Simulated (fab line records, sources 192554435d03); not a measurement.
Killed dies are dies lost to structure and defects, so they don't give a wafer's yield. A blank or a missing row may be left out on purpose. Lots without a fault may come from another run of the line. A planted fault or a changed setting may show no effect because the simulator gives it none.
Chamber matching | flow n5_finfet | N5_BEOL_M4_PRE_CLEAN_60 on cvd_co-01: 3 sister chambers
The step time 15 s. 24 wafers are shown with their chamber, then 12 later ones without.

WAFERS WITH THEIR CHAMBER
wafer  | chamber | heater_power_w (W)
L075.3 | 2       | 88
L075.4 | 0       | 100
L075.6 | 1       | 92
L076.2 | 2       | 93
L076.3 | 0       | 97
L076.5 | 1       | 91
L079.1 | 2       | 92
L079.2 | 1       | 92
L079.3 | 0       | 98
L079.4 | 0       | 103
L079.5 | 1       | 91
L079.6 | 2       | 94
L081.2 | 2       | 92
L081.5 | 1       | 91
L081.6 | 0       | 98
L082.1 | 1       | 92
L082.3 | 0       | 99
L082.4 | 0       | 100
L083.1 | 1       | 90
L083.2 | 2       | 93
L083.4 | 0       | 98
L087.3 | 2       | 91
L087.5 | 1       | 91
L087.6 | 0       | 99

SIGNATURES (means of the wafers above)
reading        | chamber 0 | chamber 1 | chamber 2 | scatter within a chamber
heater_power_w | 99.11     | 91.25     | 91.86     | 1.56
Rule: a wafer's distance from a chamber is the root of the sum, over the readings, of the square of ((its reading less the chamber's mean) divided by the reading's scatter). The wafer belongs to the nearest chamber; if the next one is less than 2 further off, it can't be placed. The scatter: the root of (the sum of the squares of (reading less its chamber's mean) over the shown wafers, divided by (wafers less chambers)).

WAFERS WITHOUT THEIR CHAMBER
wafer  | heater_power_w (W)
L086.2 | 93
L086.4 | 95
L086.6 | 89
L089.3 | 90
L089.4 | 90
L089.6 | 98
L090.1 | 94
L090.2 | 92
L090.3 | 97
L090.4 | 92
L090.5 | 90
L090.6 | 100

WHICH CHAMBER EACH WENT THROUGH
wafer  | from the rows above          | in truth
L086.2 | can't be placed: 2 or 1      | 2
L086.4 | can't be placed: 2 or 1 or 0 | 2
L086.6 | can't be placed: 1 or 2      | 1
L089.3 | can't be placed: 1 or 2      | 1
L089.4 | can't be placed: 1 or 2      | 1
L089.6 | 0                            | 0
L090.1 | can't be placed: 2 or 1 or 0 | 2
L090.2 | can't be placed: 2 or 1      | 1
L090.3 | can't be placed: 0 or 2      | 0
L090.4 | can't be placed: 2 or 1      | 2
L090.5 | can't be placed: 1 or 2      | 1
L090.6 | 0                            | 0
Placed correctly: 2 of 12. Can't be placed from these rows: 10 (the true chamber is among the candidates in 10). Placed wrongly: 0.
